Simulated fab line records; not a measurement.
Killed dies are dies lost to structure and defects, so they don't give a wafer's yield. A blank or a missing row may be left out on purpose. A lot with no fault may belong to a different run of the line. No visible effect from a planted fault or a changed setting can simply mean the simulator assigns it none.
Matching of chambers :: flow n5-finfet :: rie-diel-06 running N5_BEOL_M4_ETCH_77: 4 sister chambers
The step etches underlayer in N2/H2, target depth 6.5 nm, time 5.2 s. 27 wafers are shown with their chamber, then 12 later ones without.

== WAFERS PAIRED WITH THEIR CHAMBERS ==
wafer: L076.1
chamber: 3
drypump-motor-current-A (A): 5.9
showerhead-plenum-p-Torr (Torr): 2.57
rf-vpp-V (V): 523.5

wafer: L076.3
chamber: 2
drypump-motor-current-A (A): 5.1
showerhead-plenum-p-Torr (Torr): 2.69
rf-vpp-V (V): 527.4

wafer: L076.5
chamber: 3
drypump-motor-current-A (A): 5.9
showerhead-plenum-p-Torr (Torr): 2.57
rf-vpp-V (V): 524.4

wafer: L077.1
chamber: 2
drypump-motor-current-A (A): 5.1
showerhead-plenum-p-Torr (Torr): 2.69
rf-vpp-V (V): 527.3

wafer: L077.3
chamber: 3
drypump-motor-current-A (A): 5.9
showerhead-plenum-p-Torr (Torr): 2.57
rf-vpp-V (V): 524.6

wafer: L077.6
chamber: 0
drypump-motor-current-A (A): 6.2
showerhead-plenum-p-Torr (Torr): 2.51
rf-vpp-V (V): 522.5

wafer: L078.1
chamber: 2
drypump-motor-current-A (A): 5.1
showerhead-plenum-p-Torr (Torr): 2.69
rf-vpp-V (V): 528.8

wafer: L078.3
chamber: 3
drypump-motor-current-A (A): 5.9
showerhead-plenum-p-Torr (Torr): 2.57
rf-vpp-V (V): 524.1

wafer: L078.6
chamber: 3
drypump-motor-current-A (A): 5.9
showerhead-plenum-p-Torr (Torr): 2.57
rf-vpp-V (V): 525.6

wafer: L081.2
chamber: 2
drypump-motor-current-A (A): 5.1
showerhead-plenum-p-Torr (Torr): 2.68
rf-vpp-V (V): 526.6

wafer: L081.3
chamber: 1
drypump-motor-current-A (A): 4.8
showerhead-plenum-p-Torr (Torr): 2.50
rf-vpp-V (V): 521.5

wafer: L081.5
chamber: 2
drypump-motor-current-A (A): 5.1
showerhead-plenum-p-Torr (Torr): 2.69
rf-vpp-V (V): 527.8

wafer: L082.1
chamber: 2
drypump-motor-current-A (A): 5.1
showerhead-plenum-p-Torr (Torr): 2.68
rf-vpp-V (V): 528.3

wafer: L082.2
chamber: 1
drypump-motor-current-A (A): 4.8
showerhead-plenum-p-Torr (Torr): 2.50
rf-vpp-V (V): 522.7

wafer: L082.3
chamber: 3
drypump-motor-current-A (A): 5.9
showerhead-plenum-p-Torr (Torr): 2.56
rf-vpp-V (V): 524.8

wafer: L085.3
chamber: 2
drypump-motor-current-A (A): 5.1
showerhead-plenum-p-Torr (Torr): 2.68
rf-vpp-V (V): 526.7

wafer: L085.4
chamber: 2
drypump-motor-current-A (A): 5.1
showerhead-plenum-p-Torr (Torr): 2.68
rf-vpp-V (V): 530.4

wafer: L085.6
chamber: 1
drypump-motor-current-A (A): 4.8
showerhead-plenum-p-Torr (Torr): 2.50
rf-vpp-V (V): 522.3

wafer: L089.4
chamber: 2
drypump-motor-current-A (A): 5.1
showerhead-plenum-p-Torr (Torr): 2.68
rf-vpp-V (V): 526.9

wafer: L089.5
chamber: 0
drypump-motor-current-A (A): 6.3
showerhead-plenum-p-Torr (Torr): 2.51
rf-vpp-V (V): 525.0

wafer: L089.6
chamber: 3
drypump-motor-current-A (A): 5.9
showerhead-plenum-p-Torr (Torr): 2.56
rf-vpp-V (V): 524.0

wafer: L090.1
chamber: 1
drypump-motor-current-A (A): 4.8
showerhead-plenum-p-Torr (Torr): 2.49
rf-vpp-V (V): 523.5

wafer: L090.2
chamber: 0
drypump-motor-current-A (A): 6.2
showerhead-plenum-p-Torr (Torr): 2.51
rf-vpp-V (V): 524.1

wafer: L090.5
chamber: 2
drypump-motor-current-A (A): 5.1
showerhead-plenum-p-Torr (Torr): 2.68
rf-vpp-V (V): 528.1

wafer: L091.2
chamber: 3
drypump-motor-current-A (A): 5.9
showerhead-plenum-p-Torr (Torr): 2.56
rf-vpp-V (V): 523.2

wafer: L091.3
chamber: 1
drypump-motor-current-A (A): 4.8
showerhead-plenum-p-Torr (Torr): 2.49
rf-vpp-V (V): 524.1

wafer: L091.4
chamber: 0
drypump-motor-current-A (A): 6.2
showerhead-plenum-p-Torr (Torr): 2.51
rf-vpp-V (V): 525.3

SIGNATURES (averages over the wafers above)
reading: drypump-motor-current-A
chamber 0: 6.225
chamber 1: 4.800
chamber 2: 5.100
chamber 3: 5.900
scatter within a chamber: 0.0181

reading: showerhead-plenum-p-Torr
chamber 0: 2.5100
chamber 1: 2.4960
chamber 2: 2.6840
chamber 3: 2.5663
scatter within a chamber: 0.00488

reading: rf-vpp-V
chamber 0: 524.225
chamber 1: 522.820
chamber 2: 527.830
chamber 3: 524.275
scatter within a chamber: 1.04
Rule: distance of a wafer from a chamber = root of the sum over the readings of ((wafer's reading minus chamber's mean) / reading's scatter) squared. If the next closest chamber is less than 2 further off than the closest, the wafer can't be placed; otherwise it belongs to the closest. The scatter: take each reading less its chamber's mean, square it, sum over the shown wafers, divide by the number of wafers less the number of chambers, and take the root.

== WAFERS WHOSE CHAMBER IS MISSING ==
wafer: L093.2
drypump-motor-current-A (A): 5.1
showerhead-plenum-p-Torr (Torr): 2.67
rf-vpp-V (V): 525.3

wafer: L093.4
drypump-motor-current-A (A): 4.8
showerhead-plenum-p-Torr (Torr): 2.49
rf-vpp-V (V): 521.9

wafer: L093.5
drypump-motor-current-A (A): 4.8
showerhead-plenum-p-Torr (Torr): 2.49
rf-vpp-V (V): 524.2

wafer: L092.2
drypump-motor-current-A (A): 4.8
showerhead-plenum-p-Torr (Torr): 2.49
rf-vpp-V (V): 523.1

wafer: L092.5
drypump-motor-current-A (A): 5.1
showerhead-plenum-p-Torr (Torr): 2.67
rf-vpp-V (V): 525.3

wafer: L092.6
drypump-motor-current-A (A): 4.8
showerhead-plenum-p-Torr (Torr): 2.49
rf-vpp-V (V): 523.4

wafer: L096.1
drypump-motor-current-A (A): 6.2
showerhead-plenum-p-Torr (Torr): 2.50
rf-vpp-V (V): 523.4

wafer: L096.3
drypump-motor-current-A (A): 4.8
showerhead-plenum-p-Torr (Torr): 2.49
rf-vpp-V (V): 523.8

wafer: L096.4
drypump-motor-current-A (A): 5.1
showerhead-plenum-p-Torr (Torr): 2.67
rf-vpp-V (V): 528.9

wafer: L097.2
drypump-motor-current-A (A): 4.8
showerhead-plenum-p-Torr (Torr): 2.49
rf-vpp-V (V): 522.3

wafer: L097.5
drypump-motor-current-A (A): 5.1
showerhead-plenum-p-Torr (Torr): 2.67
rf-vpp-V (V): 526.2

wafer: L097.6
drypump-motor-current-A (A): 5.9
showerhead-plenum-p-Torr (Torr): 2.55
rf-vpp-V (V): 522.4

== EACH ONE'S CHAMBER ==
wafer: L093.2
from the rows above: 2
in truth: 2

wafer: L093.4
from the rows above: 1
in truth: 1

wafer: L093.5
from the rows above: 1
in truth: 1

wafer: L092.2
from the rows above: 1
in truth: 1

wafer: L092.5
from the rows above: 2
in truth: 2

wafer: L092.6
from the rows above: 1
in truth: 1

wafer: L096.1
from the rows above: 0
in truth: 0

wafer: L096.3
from the rows above: 1
in truth: 1

wafer: L096.4
from the rows above: 2
in truth: 2

wafer: L097.2
from the rows above: 1
in truth: 1

wafer: L097.5
from the rows above: 2
in truth: 2

wafer: L097.6
from the rows above: 3
in truth: 3
Correctly placed: 12 of 12. Not placeable from these rows: 0. Placed wrongly: 0.
